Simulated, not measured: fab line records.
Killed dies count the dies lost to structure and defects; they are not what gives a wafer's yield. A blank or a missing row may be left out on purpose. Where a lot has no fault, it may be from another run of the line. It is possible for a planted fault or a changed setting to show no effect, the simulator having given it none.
Chamber matching | flow nand harc | NHARC_A_M0_CMP_23 on cmp-03: 4 sister chambers
The step polishes, t overpolish 20 s, target thk 113.75 nm. 4 wafers are shown with their chamber, then 10 later ones without.

== WAFERS, EACH WITH ITS CHAMBER ==
wafer  | chamber | motor current A (A)
L086.4 | 1       | 13.4
L087.4 | 0       | 12.6
L089.4 | 2       | 13.0
L089.5 | 3       | 11.0

== WAFERS MISSING THEIR CHAMBER ==
wafer  | motor current A (A)
L089.6 | 12.5
L092.3 | 11.8
L092.4 | 13.2
L092.5 | 13.9
L093.1 | 12.5
L093.2 | 14.1
L093.3 | 12.6
L095.3 | 13.5
L095.5 | 12.5
L095.6 | 14.6

== CHAMBER TAKEN BY EACH ==
wafer  | from the rows above               | in truth
L089.6 | can't be placed: 0 or 2 or 1      | 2
L092.3 | can't be placed: 0 or 3 or 2 or 1 | 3
L092.4 | can't be placed: 2 or 1 or 0      | 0
L092.5 | can't be placed: 1 or 2 or 0      | 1
L093.1 | can't be placed: 0 or 2 or 1      | 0
L093.2 | can't be placed: 1 or 2 or 0      | 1
L093.3 | can't be placed: 0 or 2 or 1      | 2
L095.3 | can't be placed: 1 or 2 or 0      | 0
L095.5 | can't be placed: 0 or 2 or 1      | 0
L095.6 | can't be placed: 1 or 2 or 0      | 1
0 of 10 placed correctly. From these rows, 10 cannot be placed; in 10 the true chamber is one of the candidates. 0 placed wrongly.
How it was worked out, from the rows above alone: a wafer's distance from a chamber is the root of the sum, over the readings, of the square of ((its reading less the chamber's mean) divided by the reading's scatter). The wafer belongs to the nearest chamber; if the next one is less than 2 further off, it can't be placed. The mean given for a chamber averages the wafers shown for that chamber. The scatter: root of mean squared gap, hidden wafer to nearest shown wafer, with one shown wafer a chamber.
